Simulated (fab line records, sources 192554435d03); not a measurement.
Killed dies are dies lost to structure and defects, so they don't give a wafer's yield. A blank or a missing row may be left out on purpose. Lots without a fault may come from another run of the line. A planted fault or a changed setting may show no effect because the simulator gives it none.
fab line records | flow n5_finfet
record lots=11 wafers=29 last_day=24
route steps=1938 shown HKMG_FIN@430 BEOL_M4@1111
lots that met no fault: from a run of the same line without faults
start_h: hours from the record's first day to the start of the lot's first wafer shown | wait_h: hours since the lot's step before | " the same as in the row above | L1.1+2: a row that stands for several wafers | - no value, or no start given | * or withheld: withheld | < > ~ a bound
route shown NAME@n: a module of which the file shows steps, and the number in the route of the first | usual: mean/standard deviation of fault-free wafers | same: alike in all rows | chamber/n: place in a boat | sites: the reading at each site | _std_site: their standard deviation | _edge_site: outer sites' mean less inner sites' | radius_mm: how far each site lies from the wafer's centre | mask NAME#n: copy n | behind: the tool/chamber that last shaped the wafer | hold: why the lot was held/for how many hours/how that ended | device: the transistor (n, p or np) that didn't switch | end of line: the same wafers' tests at the end of the route | a step without rows: its recipe alone | killed: dies lost to structure and defects at the first sort, not the wafer's yield | map: a wafer's dies, x killed, . not, _ none there
set.NAME: the setting as run; set.NAME@STEP: as run at that earlier step | model.NAME: the simulator's own value behind a step, which no gauge read
steps of the route over a sample of lots; a table a step, a row a wafer
services: from which hour (start_h, from the record's first day; less than 0 if before it) a tool's chamber was out of use, for how many hours, and why
## steps
# step N5_HKMG_FIN_CD_MEAS_12
# recipe target_cd_nm=92.8 landing_energy_ev=500 detector=se_inlens
# usual cd_nm=92.5/0.62
# columns lot.wafer tool chamber start_h wait_h cd_nm
L860.1 cd_sem-03 0 82.75 - 92.1
L860.4 " 0 " " 92.3
L860.6 " 0 " " 91.7
L862.2 cd_sem-03 0 93.53 - 92.2
L862.3 " 0 " " 92.2
L862.6 " 0 " " 92.8
L863.2 cd_sem-02 0 98.82 - 92.3
L863.4 " 0 " " 92.6
L863.6 " 0 " " 92.8
L865.1 cd_sem-02 0 109.57 - 92.6
L865.5 " 0 " " 92.3
L865.6 " 0 " " 92.8
L866.2 cd_sem-01 0 116.91 - 92.2
L866.3 " 0 " " 93.4
L866.5 " 0 " " 93.3
L872.2 cd_sem-03 0 153.20 - 92.3
L872.4 " 0 " " 92.0
L872.6 " 0 " " 92.3
L874.4 cd_sem-03 0 166.64 - 92.9
L874.5 " 0 " " 92.3
L876.4 cd_sem-02 0 177.94 - 91.7
L876.5 " 0 " " 92.6
L879.4 cd_sem-02 0 200.66 - 92.7
L879.6 " 0 " " 92.7
L881.1 cd_sem-03 0 210.52 - 91.2
L881.2 " 0 " " 91.3
L881.6 " 0 " " 92.2
L882.1 cd_sem-02 0 219.67 - 93.1
L882.6 " 0 " " 92.9
# step N5_HKMG_FIN_ALD_91
# recipe material=TiN target_thk_a=10 temp_c=400 ald_precursor_family=TiCl4 ald_co_reactant=NH3 pulse_time_s=1 purge_time_s=3 co_reactant_purge_time_s=2 co_reactant_pulse_time_s=2 ald_cycles=47 pressure_torr=3
# usual co_reactant_pulse_time_s=2/0 heater_power_w=844/62 precursor_pulse_height_rel=0.998/0.019
# same ald_cycles=47
# columns lot.wafer tool chamber start_h wait_h co_reactant_pulse_time_s heater_power_w precursor_pulse_height_rel
L860.1 ald_metal-01 2 83.82 0.3 2 915 1.002
L860.4 " 3 " " 2 949 1.003
L860.6 " 3 " " 2 945 0.968
L862.2 ald_metal-01 1 94.60 0.3 2 868 1.007
L862.3 " 3 " " 2 977 1.003
L862.6 " 1 " " 2 862 0.983
L863.2 ald_metal-01 1 99.90 0.3 2 867 0.986
L863.4 " 0 " " 2 846 0.990
L863.6 " 1 " " 2 869 0.997
L865.1 ald_metal-04 3 110.90 0.3 2 851 1.017
L865.5 " 3 " " 2 853 1.009
L865.6 " 0 " " 2 668 0.998
L866.2 ald_metal-01 1 118.15 0.3 2 896 0.959
L866.3 " 0 " " 2 856 0.980
L866.5 " 3 " " 2 944 0.994
L872.2 ald_metal-01 1 154.26 0.3 2 837 0.990
L872.4 " 0 " " 2 856 1.031
L872.6 " 1 " " 2.2554 870 0.981
L874.4 ald_metal-01 3 168.53 0.1 2 926 1.007
L874.5 " 2 " " 2.2554 881 0.995
L876.4 ald_metal-01 0 179.01 0.1 2 859 0.982
L876.5 " 1 " " 2.2554 874 0.971
L879.4 ald_metal-02 2 202.07 0.1 2 833 1.023
L879.6 " 0 " " 2 827 0.950
L881.1 ald_metal-04 0 211.59 0.3 2 688 0.989
L881.2 " 1 " " 2 756 1.035
L881.6 " 0 " " 2 677 1.002
L882.1 ald_metal-02 1 220.74 0.3 2 822 1.027
L882.6 " 2 " " 2 863 0.999
# step N5_HKMG_FIN_NWFM_ALD_20
# recipe material=TiAlC target_thk_a=20 temp_c=300 ald_precursor_family=TiCl4 ald_co_reactant=TEA pulse_time_s=3 purge_time_s=2 co_reactant_purge_time_s=2 co_reactant_pulse_time_s=10 ald_cycles=7 pressure_torr=3
# usual co_reactant_pulse_time_s=10/0 heater_power_w=465/36 precursor_pulse_height_rel=1.000/0.021
# same ald_cycles=7
# columns lot.wafer tool chamber start_h wait_h co_reactant_pulse_time_s heater_power_w precursor_pulse_height_rel
L860.1 ald_metal-01 1 84.87 0.3 10 483 1.019
L860.4 " 2 " " 10 496 0.998
L860.6 " 1 " " 10 470 0.982
L862.2 ald_metal-02 3 95.57 0.3 10 506 1.022
L862.3 " 2 " " 10 476 1.000
L862.6 " 2 " " 10 467 1.003
L863.2 ald_metal-02 0 100.87 0.3 10 471 1.002
L863.4 " 1 " " 10 448 1.014
L863.6 " 3 " " 10 497 1.025
L865.1 ald_metal-01 1 111.99 0.3 10 481 0.998
L865.5 " 2 " " 10 499 1.005
L865.6 " 1 " " 10 485 0.982
L866.2 ald_metal-04 2 119.15 0.3 10 474 1.001
L866.3 " 3 " " 10 462 0.989
L866.5 " 1 " " 10 442 0.988
L872.2 ald_metal-04 0 155.24 0.3 10 391 0.990
L872.4 " 1 " " 10 432 0.983
L872.6 " 0 " " 10 387 1.024
L874.4 ald_metal-02 3 169.54 0.1 10 497 0.976
L874.5 " 1 " " 10 456 1.017
L876.4 ald_metal-04 3 179.98 0.1 10 473 0.996
L876.5 " 3 " " 10 462 1.024
L879.4 ald_metal-01 2 203.07 0.1 10 505 0.966
L879.6 " 1 " " 10 483 1.005
L881.1 ald_metal-01 3 212.57 0.3 10 538 1.027
L881.2 " 0 " " 10 481 0.959
L881.6 " 1 " " 10 469 1.027
L882.1 ald_metal-04 1 221.75 0.3 10 443 1.002
L882.6 " 0 " " 10 378 1.012
# step N5_HKMG_FIN_ALD_21
# recipe material=TiN target_thk_a=15 temp_c=400 ald_precursor_family=TiCl4 ald_co_reactant=NH3 pulse_time_s=1 purge_time_s=3 co_reactant_purge_time_s=2 co_reactant_pulse_time_s=2 ald_cycles=68 pressure_torr=3
# usual co_reactant_pulse_time_s=2/0 heater_power_w=843/55 precursor_pulse_height_rel=1.000/0.02
# same ald_cycles=68
# columns lot.wafer tool chamber start_h wait_h co_reactant_pulse_time_s heater_power_w precursor_pulse_height_rel
L860.1 ald_metal-04 2 86.05 0.3 2 842 0.981
L860.4 " 3 " " 2 845 1.017
L860.6 " 3 " " 2 847 0.978
L862.2 ald_metal-04 3 96.92 0.3 2 857 0.995
L862.3 " 1 " " 2 772 0.998
L862.6 " 1 " " 2 761 0.984
L863.2 ald_metal-02 0 102.08 0.3 2 845 1.016
L863.4 " 1 " " 2 805 1.010
L863.6 " 2 " " 2 843 1.019
L865.1 ald_metal-01 1 113.17 0.3 2 845 0.978
L865.5 " 0 " " 2 865 1.011
L865.6 " 3 " " 2 941 0.995
L866.2 ald_metal-01 3 120.33 0.3 2 942 1.000
L866.3 " 2 " " 2 904 0.985
L866.5 " 1 " " 2 877 1.015
L872.2 ald_metal-02 2 156.42 0.3 2 836 1.024
L872.4 " 0 " " 2 844 0.986
L872.6 " 1 " " 2 810 0.958
L874.4 ald_metal-02 1 170.77 0.1 2 800 1.001
L874.5 " 0 " " 2 853 1.020
L876.4 ald_metal-02 2 181.31 0.1 2 849 0.977
L876.5 " 3 " " 2 880 1.011
L879.4 ald_metal-04 3 204.31 0.1 2 849 1.010
L879.6 " 2 " " 2 846 1.017
L881.1 ald_metal-02 3 213.75 0.3 2 872 1.038
L881.2 " 0 " " 2 846 1.006
L881.6 " 3 " " 2 886 0.991
L882.1 ald_metal-01 3 222.93 0.3 2 930 0.979
L882.6 " 0 " " 2 857 1.002
# step N5_BEOL_M4_RC_MEAS_101
# usual DIBL_N=35.8/1.6 DIBL_P=35.6/2 IOFF_N=0.15/0.031 IOFF_P=0.20/0.033 ION_N=668/12 ION_P=459/6.8 SS_N=71.4/0.53 SS_P=73.1/0.63 VT_N=250/3.5 VT_P=-251/3
# columns lot.wafer tool chamber start_h wait_h DIBL_N[mV/V] DIBL_P[mV/V] IOFF_N[nA/um] IOFF_P[nA/um] ION_N[uA/um] ION_P[uA/um] SS_N[mV/dec] SS_P[mV/dec] VT_N[mV] VT_P[mV]
L860.1 prober-01 0 306.28 0.1 34.5 34.8 0.12 0.19 645 443 70.6 73.0 255 -254
L860.4 " 0 " " 35.5 36.2 0.15 0.21 676 459 71.5 72.9 250 -250
L860.6 " 0 " " 36.9 37.5 0.17 0.24 672 464 71.9 73.6 248 -250
L863.2 prober-01 0 316.64 0.2 33.3 32.8 0.11 0.16 662 455 71.1 72.4 254 -253
L863.4 " 0 " " 34.9 34.0 0.13 0.17 662 452 71.9 72.8 253 -253
L863.6 " 0 " " 34.7 33.7 0.12 0.18 667 458 71.4 73.2 253 -254
L862.2 prober-02 0 332.25 0.2 35.0 34.9 0.13 0.16 664 447 71.4 72.5 252 -256
L862.3 " 0 " " 37.2 37.6 0.18 0.21 681 462 71.7 73.3 248 -254
L862.6 " 0 " " 33.3 33.1 0.12 0.15 653 454 71.0 72.2 254 -256
L865.1 prober-02 0 360.48 0.0 36.1 32.6 0.14 0.18 660 455 72.3 73.0 251 -251
L865.5 " 0 " " 38.3 34.5 0.16 0.21 658 450 72.0 73.9 249 -250
L865.6 " 0 " " 38.4 35.5 0.17 0.22 670 461 72.3 73.8 246 -249
L866.2 prober-01 0 387.70 0.2 34.6 34.7 0.12 0.17 643 449 70.8 71.9 258 -252
L866.3 " 0 " " 34.2 34.0 0.12 0.17 657 455 70.2 72.0 255 -253
L866.5 " 0 " " 33.9 34.0 0.12 0.17 644 451 70.4 72.1 256 -254
L872.2 prober-02 0 399.40 0.2 32.8 34.8 0.14 0.19 667 465 71.3 72.9 251 -252
L872.4 " 0 " " 33.6 34.3 0.14 0.19 663 459 71.6 72.9 252 -251
L872.6 " 0 " " 33.8 34.6 0.14 0.19 669 458 70.6 73.2 250 -252
L876.4 prober-01 0 399.83 0.5 37.3 37.3 0.18 0.22 671 457 71.7 74.1 247 -250
L876.5 " 0 " " 37.7 38.8 0.19 0.25 685 466 72.4 74.2 246 -248
L874.4 prober-01 0 414.80 0.5 36.5 37.1 0.18 0.24 687 463 71.7 74.2 249 -249
L874.5 " 0 " " 35.1 34.5 0.14 0.20 647 450 71.2 73.0 254 -252
L879.4 prober-01 0 460.39 0.5 37.8 36.4 0.16 0.20 659 456 72.2 74.3 248 -253
L879.6 " 0 " " 35.0 33.0 0.11 0.16 663 457 71.0 72.4 254 -254
L881.1 prober-02 0 461.43 0.0 35.9 35.3 0.15 0.19 686 472 71.0 72.7 247 -250
L881.2 " 0 " " 35.6 34.6 0.13 0.19 659 458 71.7 72.8 251 -251
L881.6 " 0 " " 33.5 32.1 0.10 0.15 648 450 71.4 72.0 256 -255
L882.1 prober-01 0 468.03 0.0 38.3 39.7 0.23 0.28 708 480 71.9 73.8 243 -245
L882.6 " 0 " " 38.3 39.2 0.22 0.27 685 465 71.4 74.4 244 -244
## services
# columns tool chamber start_h hours kind
ald_metal-02 - 79.52 0.6 repair
ald_metal-01 0 127.67 11.9 repair
ald_metal-01 - 133.35 2.8 pm
ald_metal-04 2 196.58 - calibration
## key
first_sign step=N5_HKMG_FIN_ALD_91 reading=co_reactant_pulse_time_s direction=up sigmas=99+ usual=* struck=*
effect none on later readings
met_at N5_HKMG_FIN_ALD_91
struck_lots L872,L874,L876
struck_wafers L872.6,L874.5,L876.5
not_acting_at N5_HKMG_FIN_CD_MEAS_12,N5_HKMG_FIN_NWFM_ALD_20,N5_HKMG_FIN_ALD_21
onset_between 118.15 154.26
fault kind=process_parameter_drift tool=ald_metal-01 chamber=- onset_h=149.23 steps=N5_HKMG_FIN_ALD_91 channel=co_reactant_pulse_time_s offset=* shape=step end_h=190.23 scope=struck_wafers_only acts_in=* stated=*
